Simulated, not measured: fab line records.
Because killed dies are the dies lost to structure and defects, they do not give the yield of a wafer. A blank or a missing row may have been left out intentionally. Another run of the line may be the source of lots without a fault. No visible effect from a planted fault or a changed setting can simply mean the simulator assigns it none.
Chamber matching || flow n5_finfet || 4 sister chambers for N5_BEOL_M3_STRIP_19 on rie_diel-04
The step strips in O2. 8 wafers are shown with their chamber, then 10 later ones without.

## EACH WAFER AND ITS CHAMBER
{"wafer": "L086.5", "chamber": 1, "showerhead_plenum_p_Torr (Torr)": 2.11, "drypump_motor_current_A (A)": 6.5}
{"wafer": "L088.1", "chamber": 2, "showerhead_plenum_p_Torr (Torr)": 2.16, "drypump_motor_current_A (A)": 5.7}
{"wafer": "L088.2", "chamber": 0, "showerhead_plenum_p_Torr (Torr)": 2.14, "drypump_motor_current_A (A)": 5.8}
{"wafer": "L088.4", "chamber": 1, "showerhead_plenum_p_Torr (Torr)": 2.11, "drypump_motor_current_A (A)": 6.5}
{"wafer": "L088.5", "chamber": 3, "showerhead_plenum_p_Torr (Torr)": 2.00, "drypump_motor_current_A (A)": 6.6}
{"wafer": "L088.6", "chamber": 2, "showerhead_plenum_p_Torr (Torr)": 2.16, "drypump_motor_current_A (A)": 5.7}
{"wafer": "L090.2", "chamber": 3, "showerhead_plenum_p_Torr (Torr)": 2.01, "drypump_motor_current_A (A)": 6.6}
{"wafer": "L090.3", "chamber": 0, "showerhead_plenum_p_Torr (Torr)": 2.14, "drypump_motor_current_A (A)": 5.7}

## WAFERS MISSING THEIR CHAMBER
{"wafer": "L090.5", "showerhead_plenum_p_Torr (Torr)": 2.11, "drypump_motor_current_A (A)": 6.5}
{"wafer": "L093.3", "showerhead_plenum_p_Torr (Torr)": 2.10, "drypump_motor_current_A (A)": 6.5}
{"wafer": "L093.4", "showerhead_plenum_p_Torr (Torr)": 2.00, "drypump_motor_current_A (A)": 6.6}
{"wafer": "L093.6", "showerhead_plenum_p_Torr (Torr)": 2.10, "drypump_motor_current_A (A)": 6.5}
{"wafer": "L094.1", "showerhead_plenum_p_Torr (Torr)": 2.10, "drypump_motor_current_A (A)": 6.5}
{"wafer": "L094.5", "showerhead_plenum_p_Torr (Torr)": 2.00, "drypump_motor_current_A (A)": 6.6}
{"wafer": "L094.6", "showerhead_plenum_p_Torr (Torr)": 2.13, "drypump_motor_current_A (A)": 5.7}
{"wafer": "L095.2", "showerhead_plenum_p_Torr (Torr)": 2.15, "drypump_motor_current_A (A)": 5.7}
{"wafer": "L095.3", "showerhead_plenum_p_Torr (Torr)": 2.13, "drypump_motor_current_A (A)": 5.7}
{"wafer": "L095.4", "showerhead_plenum_p_Torr (Torr)": 2.10, "drypump_motor_current_A (A)": 6.5}

## THE CHAMBER EACH PASSED THROUGH
{"wafer": "L090.5", "from the rows above": 1, "in truth": 1}
{"wafer": "L093.3", "from the rows above": 1, "in truth": 1}
{"wafer": "L093.4", "from the rows above": 3, "in truth": 3}
{"wafer": "L093.6", "from the rows above": 1, "in truth": 1}
{"wafer": "L094.1", "from the rows above": 1, "in truth": 1}
{"wafer": "L094.5", "from the rows above": 3, "in truth": 3}
{"wafer": "L094.6", "from the rows above": 0, "in truth": 0}
{"wafer": "L095.2", "from the rows above": "can't be placed: 2 or 0", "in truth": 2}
{"wafer": "L095.3", "from the rows above": 0, "in truth": 0}
{"wafer": "L095.4", "from the rows above": 1, "in truth": 1}
Correct placement for 9 of the 10. From these rows, 1 cannot be placed; in 1 the true chamber is one of the candidates. 0 placed wrongly.
How it was worked out, from the rows above alone: a wafer's distance from a chamber is the root of the sum, over the readings, of the square of ((its reading less the chamber's mean) divided by the reading's scatter). The wafer belongs to the nearest chamber; if the next one is less than 2 further off, it can't be placed. The mean given for a chamber averages the wafers shown for that chamber. The scatter: take each reading less its chamber's mean, square it, sum over the shown wafers, divide by the number of wafers less the number of chambers, and take the root.
